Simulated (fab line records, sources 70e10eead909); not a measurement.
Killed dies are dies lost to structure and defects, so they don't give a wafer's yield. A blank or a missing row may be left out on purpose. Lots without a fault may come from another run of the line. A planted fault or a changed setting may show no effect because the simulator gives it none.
Chamber matching | flow nand_harc | NHARC_P_M1_CMP_23 on cmp-03: 4 sister chambers
The step polishes, t overpolish 20 s, target thk 157.82 nm. 14 wafers are shown with their chamber, then 7 later ones without.

WAFERS WITH THEIR CHAMBER
wafer  | chamber | motor_current_A (A) | time_to_endpoint_s (s) | edge_zone_pressure_frac
L083.3 | 1       | 13.6                | 29.6                   | 1.000
L083.4 | 2       | 10.9                | 28.9                   | 0.991
L083.5 | 2       | 10.6                | 28.1                   | 1.003
L084.2 | 2       | 10.4                | 30.0                   | 1.000
L084.4 | 1       | 13.5                | 28.0                   | 1.002
L084.5 | 0       | 12.6                | 26.3                   | 0.997
L088.1 | 0       | 13.4                | 30.1                   | 1.002
L088.4 | 1       | 13.4                | 28.8                   | 0.997
L088.5 | 0       | 13.3                | 29.4                   | 0.996
L092.1 | 1       | 13.8                | 30.3                   | 0.997
L092.4 | 3       | 12.5                | 29.2                   | 0.990
L092.6 | 0       | 12.7                | 30.2                   | 0.997
L093.2 | 3       | 13.0                | 24.6                   | 1.003
L093.3 | 0       | 12.7                | 28.8                   | 1.001

SIGNATURES (means of the wafers above)
reading                 | chamber 0 | chamber 1 | chamber 2 | chamber 3 | scatter within a chamber
motor_current_A         | 12.940    | 13.575    | 10.633    | 12.750    | 0.302
time_to_endpoint_s      | 28.960    | 29.175    | 29.000    | 26.900    | 1.6
edge_zone_pressure_frac | 0.99860   | 0.99900   | 0.99800   | 0.99650   | 0.00458
Rule: a wafer's distance from a chamber is the root of the sum, over the readings, of the square of ((its reading less the chamber's mean) divided by the reading's scatter). The wafer belongs to the nearest chamber; if the next one is less than 2 further off, it can't be placed. The scatter: the root of (the sum of the squares of (reading less its chamber's mean) over the shown wafers, divided by (wafers less chambers)).

WAFERS WITHOUT THEIR CHAMBER
wafer  | motor_current_A (A) | time_to_endpoint_s (s) | edge_zone_pressure_frac
L093.6 | 13.0                | 29.4                   | 1.006
L094.3 | 10.4                | 26.7                   | 0.999
L094.5 | 10.5                | 30.1                   | 1.010
L094.6 | 13.2                | 31.3                   | 0.997
L097.1 | 10.4                | 29.8                   | 1.002
L097.4 | 13.0                | 27.2                   | 1.006
L097.6 | 12.3                | 28.5                   | 0.999

WHICH CHAMBER EACH WENT THROUGH
wafer  | from the rows above          | in truth
L093.6 | can't be placed: 0 or 1 or 3 | 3
L094.3 | 2                            | 2
L094.5 | 2                            | 2
L094.6 | can't be placed: 0 or 1 or 3 | 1
L097.1 | 2                            | 2
L097.4 | can't be placed: 0 or 3 or 1 | 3
L097.6 | can't be placed: 3 or 0      | 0
Placed correctly: 3 of 7. Can't be placed from these rows: 4 (the true chamber is among the candidates in 4). Placed wrongly: 0.
